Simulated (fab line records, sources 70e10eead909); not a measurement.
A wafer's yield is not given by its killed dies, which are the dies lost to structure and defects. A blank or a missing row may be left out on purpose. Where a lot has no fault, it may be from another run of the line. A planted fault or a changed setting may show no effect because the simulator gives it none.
fab line records    flow nandHarc
[record] lots = 12  wafers = 36  lastDay = 33
route steps=1302 shown A_DECK1_JOINT@518 A_ONON_D2@557
lots with no fault: from the same line, run without faults
startH: hours from the record's first day to the start of the lot's first wafer shown    waitH: hours elapsed since this lot's preceding step    " repeats the value in the row above    L1.1+2: several wafers, shown together as one row    - no value, or no start was given    * or withheld: withheld    < > ~ a bound
route shown NAME@n: NAME is a module with steps in the file, n the number in the route of the first one    usual: the fault-free wafers' mean and standard deviation    same: alike in all rows    chamber/n: place in a boat    sites: per-site readings    _std_site: the values' standard deviation    _edge_site: mean of outer sites minus mean of inner sites    radiusMm: for every site, how far away it sits from the centre of the wafer    mask NAME#n: copy n    behind: the last tool/chamber to shape the wafer    hold: why the lot went on hold/how many hours it stayed there/how the hold came to an end    device: the transistor (n, p or np) that didn't switch    end of line: at the end of the route, the tests of the same wafers    step lacking rows: just its recipe    killed: at the first sort, the dies lost to defects and structure; wafer yield is something else    map: per-die view of a wafer (x killed, . not killed, _ where there is no die)
set.NAME: the setting the step ran with; set.NAME@STEP: the setting that earlier step ran with    model.NAME: the simulator's own value behind a step, which no gauge read
one table for each step of the route and one row for each wafer, over a sample of lots
services: the hour from which a tool's chamber was out of use, counted from the record's first day as startH (under 0 if before that day), plus the number of hours and why
[[steps]]
[step NHARC_A_DECK1_JOINT_ETCHBACK_07]
[recipe] targetDepthA = 1050  timeS = 26.9  hbrFlowSccm = 150  rfW = 350  icpW = 350  biasW = 60  chemistry = HBr
[usual] drypumpMotorCurrentA = 5.4/0.38  oesProductAu = 1.001/0.0076  rfFwdPowerW = 343.4/1.8  throttleValvePct = 23.265/0.0095
lot.wafer  tool      chamber  startH  waitH  drypumpMotorCurrentA  oesProductAu  rfFwdPowerW  rfHoursCounterH  throttleValvePct
L125.1     rieSi-04  2        269.02  0.1    5.1                   0.996         345.2        0.59             23.260
L125.3     "         3        "       "      5.5                   1.005         340.1        0.49             23.273
L125.5     "         2        "       "      5.0                   0.997         344.7        -                23.257
L126.2     rieSi-03  2        269.05  0.1    5.0                   1.017         346.2        0.24             23.263
L126.1     "         3        "       "      5.3                   1.016         340.5        0.28             23.269
L126.6     "         0        "       "      6.0                   1.001         346.5        -                23.269
L127.2     rieSi-03  1        275.84  0.1    5.2                   1.001         344.2        0.24             23.277
L127.4     "         2        "       "      4.9                   1.007         344.9        0.26             23.255
L127.5     "         1        "       "      5.2                   1.001         342.2        -                23.270
L128.3     rieSi-04  2        285.78  0.1    5.1                   1.000         345.5        0.75             23.265
L128.6     "         0        "       "      5.4                   1.000         342.6        -                23.276
L128.5     "         1        "       "      5.4                   0.993         342.6        -                23.277
L129.1     rieSi-03  0        296.55  0.1    6.0                   0.999         345.5        0.45             23.255
L129.4     "         1        "       "      5.2                   0.994         342.3        0.41             23.269
L129.5     "         3        "       "      5.3                   1.010         343.5        -                23.261
L130.3     rieSi-03  3        312.32  0.1    5.3                   1.010         342.5        0.63             23.265
L130.4     "         1        "       "      5.2                   0.988         343.1        -                23.259
L130.5     "         3        "       "      5.3                   1.000         342.8        -                23.277
L131.3     rieSi-03  3        320.41  0.1    5.3                   1.021         341.2        0.67             23.263
L131.1     "         0        "       "      6.0                   0.995         345.9        0.57             23.273
L131.6     "         3        "       "      5.3                   1.011         343.0        -                23.247
L132.4     rieSi-04  1        331.28  0.1    5.4                   1.008         342.4        0.98             23.273
L132.1     "         0        "       "      5.4                   0.996         342.4        0.85             23.273
L132.5     "         2        "       "      5.1                   1.000         343.5        -                23.265
L137.4     rieSi-03  1        379.48  0.1    5.2                   0.994         344.0        0.92             23.262
L137.5     "         2        "       "      4.9                   0.998         345.7        -                23.258
L137.6     "         3        "       "      5.3                   1.010         341.6        -                23.267
L140.2     rieSi-04  1        405.54  0.1    5.4                   0.998         342.5        0.43             23.263
L140.3     "         3        "       "      5.6                   0.995         339.9        0.30             23.255
L140.5     "         1        "       "      5.4                   1.011         343.5        -                23.266
L143.4     rieSi-03  3        436.13  0.1    5.3                   1.010         340.7        0.23             23.265
L143.2     "         0        "       "      6.0                   1.005         341.5        0.25             23.255
L143.6     "         0        "       "      6.0                   1.012         343.8        -                23.264
L144.3     rieSi-03  3        452.89  0.1    5.3                   1.004         341.9        0.32             23.257
L144.6     "         2        "       "      5.0                   1.001         346.4        -                23.280
L144.5     "         3        "       "      5.3                   1.003         343.7        -                23.270
[step NHARC_A_DECK1_JOINT_DEP_16]
[recipe] targetThkA = 450  tempC = 400  pressureTorr = 6.5  rfW = 900  teosFlowSccm = 161.4  flowSccm = 2650  targetThkNm = 45  gas = O2  material = SiO2
[usual] heaterPowerW = 585/99  rfFwdPowerW = 896.4/2.9  susceptorTempC = 399.98/0.2  throttleValvePct = 16.0/0.54
lot.wafer  tool      chamber  startH  waitH  heaterPowerW  rfFwdPowerW  susceptorTempC  throttleValvePct
L125.1     pecvd-04  2        302.81  0.1    607           895.5        400.32          14.8
L125.3     "         0        "       "      502           899.0        400.11          16.3
L125.5     "         0        "       "      513           904.4        399.84          16.2
L126.2     pecvd-02  1        302.85  0.1    640           895.5        399.71          15.5
L126.1     "         0        "       "      584           897.5        399.80          16.3
L126.6     "         1        "       "      663           900.9        400.17          15.3
L127.2     pecvd-02  2        308.66  0.1    619           896.8        399.96          16.6
L127.5     "         1        "       "      634           896.3        400.08          15.3
L127.4     "         2        "       "      604           896.9        400.21          16.7
L128.3     pecvd-04  0        323.43  0.1    530           900.6        399.96          16.5
L128.6     "         1        "       "      396           895.9        400.43          15.7
L128.5     "         2        "       "      589           892.6        399.74          15.1
L129.1     pecvd-04  2        333.76  0.1    499           895.0        399.72          15.1
L129.4     "         2        "       "      509           894.9        399.81          15.1
L129.5     "         0        "       "      515           892.8        399.97          16.5
L130.3     pecvd-02  0        345.45  0.1    600           899.7        399.88          16.5
L130.4     "         0        "       "      576           900.7        399.97          16.4
L130.5     "         1        "       "      750           900.0        399.82          15.6
L131.3     pecvd-04  0        353.06  0.1    573           896.1        399.87          16.5
L131.1     "         2        "       "      547           893.3        399.97          15.2
L131.6     "         1        "       "      429           893.4        399.97          15.9
L132.1     pecvd-04  1        366.44  0.1    405           894.8        399.92          15.8
L132.5     "         1        "       "      406           893.8        400.35          15.8
L132.4     "         2        "       "      623           891.5        399.75          15.1
L137.6     pecvd-03  1        423.43  0.2    518           895.9        400.29          15.9
L137.4     "         2        "       "      736           893.0        399.92          16.8
L137.5     "         0        "       "      718           896.7        400.13          15.5
L140.2     pecvd-03  2        435.89  0.1    699           892.0        399.89          16.9
L140.3     "         1        "       "      503           888.8        399.99          15.4
L140.5     "         1        "       "      496           891.1        399.68          15.5
L143.2     pecvd-02  0        480.82  0.1    593           897.7        400.00          16.0
L143.4     "         2        "       "      516           900.9        400.04          15.8
L143.6     "         0        "       "      590           899.3        399.88          16.3
L144.3     pecvd-02  2        485.94  0.1    598           899.6        399.63          15.9
L144.6     "         0        "       "      559           896.3        400.09          16.2
L144.5     "         1        "       "      681           895.5        400.01          15.6
[step NHARC_A_DECK1_JOINT_THK_MEAS_17]
[recipe] thkMeasGauge = ellipsometry
[usual] thkNm = 45.1/1.1
lot.wafer  tool          chamber  startH  waitH  thkNm
L125.1     filmMetro-01  -        303.09  0.3    45.4
L125.3     "             -        "       "      43.3
L125.5     "             -        "       "      45.5
L126.1     filmMetro-02  -        303.14  0.2    44.4
L126.2     "             -        "       "      43.8
L126.6     "             -        "       "      43.4
L127.2     filmMetro-02  -        308.91  0.2    44.3
L127.4     "             -        "       "      44.0
L127.5     "             -        "       "      45.5
L128.3     filmMetro-02  -        323.69  0.2    46.7
L128.5     "             -        "       "      47.9
L128.6     "             -        "       "      46.8
L129.1     filmMetro-02  -        334.01  0.2    33.6
L129.4     "             -        "       "      45.1
L129.5     "             -        "       "      43.3
L130.3     filmMetro-02  -        345.70  0.2    45.0
L130.4     "             -        "       "      44.5
L130.5     "             -        "       "      45.6
L131.1     filmMetro-01  -        353.34  0.2    35.0
L131.3     "             -        "       "      34.7
L131.6     "             -        "       "      45.4
L132.1     filmMetro-02  -        366.69  0.2    35.1
L132.4     "             -        "       "      46.1
L132.5     "             -        "       "      45.2
L137.4     filmMetro-01  -        423.63  0.1    45.4
L137.5     "             -        "       "      44.7
L137.6     "             -        "       "      45.2
L140.2     filmMetro-01  -        436.17  0.3    44.2
L140.3     "             -        "       "      46.2
L140.5     "             -        "       "      45.8
L143.2     filmMetro-01  -        481.07  0.2    43.9
L143.4     "             -        "       "      43.7
L143.6     "             -        "       "      44.8
L144.3     filmMetro-01  -        486.17  0.2    46.1
L144.5     "             -        "       "      44.6
L144.6     "             -        "       "      45.9
[step NHARC_A_DECK1_JOINT_INSPECT_05]
[usual] rawDefectCount = 316/110
lot.wafer  tool              chamber  startH  waitH  rawDefectCount
L125.1     defectInspect-01  -        303.13  0.0    265
L125.3     "                 -        "       "      197
L125.5     "                 -        "       "      399
L126.1     defectInspect-02  -        303.17  0.0    216
L126.2     "                 -        "       "      289
L126.6     "                 -        "       "      284
L127.2     defectInspect-01  -        308.95  0.0    155
L127.4     "                 -        "       "      234
L127.5     "                 -        "       "      243
L128.3     defectInspect-01  -        323.72  0.0    585
L128.5     "                 -        "       "      297
L128.6     "                 -        "       "      341
L129.1     defectInspect-01  -        334.05  0.0    196
L129.4     "                 -        "       "      516
L129.5     "                 -        "       "      305
L130.3     defectInspect-02  -        345.73  0.0    234
L130.4     "                 -        "       "      348
L130.5     "                 -        "       "      367
L131.1     defectInspect-01  -        353.38  0.0    334
L131.3     "                 -        "       "      446
L131.6     "                 -        "       "      349
L132.1     defectInspect-02  -        366.72  0.0    298
L132.4     "                 -        "       "      362
L132.5     "                 -        "       "      357
L137.4     defectInspect-01  -        423.67  0.0    336
L137.5     "                 -        "       "      504
L137.6     "                 -        "       "      248
L140.2     defectInspect-01  -        436.20  0.0    255
L140.3     "                 -        "       "      238
L140.5     "                 -        "       "      133
L143.2     defectInspect-02  -        481.11  0.0    363
L143.4     "                 -        "       "      222
L143.6     "                 -        "       "      376
L144.3     defectInspect-01  -        486.20  0.0    423
L144.5     "                 -        "       "      357
L144.6     "                 -        "       "      416
[step NHARC_A_ONON_D2_THK_MEAS_18]
[recipe] thkMeasGauge = ellipsometry
[usual] thkNm = 997/9.5
lot.wafer  tool          chamber  startH  waitH  thkNm
L125.1     filmMetro-01  -        313.35  -      984
L125.3     "             -        "       "      983
L125.5     "             -        "       "      982
L126.1     filmMetro-02  -        313.36  -      982
L126.2     "             -        "       "      981
L126.6     "             -        "       "      983
L127.2     filmMetro-01  -        320.40  -      985
L127.4     "             -        "       "      983
L127.5     "             -        "       "      982
L128.3     filmMetro-02  -        334.25  -      1009
L128.5     "             -        "       "      1009
L128.6     "             -        "       "      1009
L129.1     filmMetro-01  -        344.73  -      997
L129.4     "             -        "       "      996
L129.5     "             -        "       "      997
L130.3     filmMetro-02  -        356.32  -      992
L130.4     "             -        "       "      991
L130.5     "             -        "       "      992
L131.1     filmMetro-02  -        364.48  -      1011
L131.3     "             -        "       "      1011
L131.6     "             -        "       "      1011
L132.1     filmMetro-01  -        377.34  -      996
L132.4     "             -        "       "      995
L132.5     "             -        "       "      995
L137.4     filmMetro-01  -        434.85  -      992
L137.5     "             -        "       "      992
L137.6     "             -        "       "      992
L140.2     filmMetro-01  -        446.48  -      1013
L140.3     "             -        "       "      1013
L140.5     "             -        "       "      1014
L143.2     filmMetro-01  -        492.28  -      988
L143.4     "             -        "       "      987
L143.6     "             -        "       "      987
L144.3     filmMetro-01  -        499.30  -      989
L144.5     "             -        "       "      991
L144.6     "             -        "       "      991
[[services]]
tool      chamber  startH  hours  kind
pecvd-04  -        269.45  13.0   pm
pecvd-04  0        269.45  13.0   ventCycle
pecvd-04  1        269.45  13.0   ventCycle
pecvd-03  2        281.61  2.9    repair
rieSi-03  0        311.95  6.0    repair
pecvd-03  1        324.56  29.7   repair
rieSi-03  0        334.39  6.1    repair
rieSi-04  -        342.00  9.0    pm
pecvd-04  -        351.05  1.2    repair
rieSi-03  3        362.51  2.5    repair
pecvd-03  -        366.00  13.0   pm
pecvd-04  -        391.55  1.2    repair
rieSi-04  2        395.88  1.0    repair
rieSi-03  -        398.00  9.0    pm
rieSi-03  0        398.00  9.0    ventCycle
rieSi-03  1        398.00  9.0    ventCycle
rieSi-03  2        398.00  9.0    ventCycle
rieSi-03  3        398.00  9.0    ventCycle
rieSi-03  0        407.00  -      clean
rieSi-03  1        407.00  -      clean
rieSi-03  2        407.00  -      clean
rieSi-03  3        407.00  -      clean
pecvd-02  -        408.08  13.0   pm
pecvd-04  -        450.45  13.0   pm
[[key]]
[firstSign] step = NHARC_A_DECK1_JOINT_THK_MEAS_17  reading = thkNm  direction = down  sigmas = 9.4  usual = 45.1  struck = 34.6
effect none on later readings
metAt NHARC_A_DECK1_JOINT_DEP_16
struckLots L129,L131,L132
struckWafers L129.1,L131.1,L131.3,L132.1
testerLeftOut L129,L131,L132
notActingAt NHARC_A_DECK1_JOINT_ETCHBACK_07,NHARC_A_DECK1_JOINT_INSPECT_05,NHARC_A_ONON_D2_THK_MEAS_18
onsetBetween 323.43 333.76
[fault] kind = processParameterDrift  tool = pecvd-04  chamber = -  onsetH = 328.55  steps = NHARC_A_DECK1_JOINT_DEP_16  channel = targetThkNm  offset = -9.6278  shape = step  endH = 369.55  scope = struckWafersOnly  actsIn = theseRecipesOnly  stated = 45
// testerLeftOut: of these lots the tester's yield and bins aren't shown, on N5 and GAA mostly nor the transistor test; their killed dies are dies lost to structure and defects alone, not to doping, threshold or leakage, so they don't give the yield
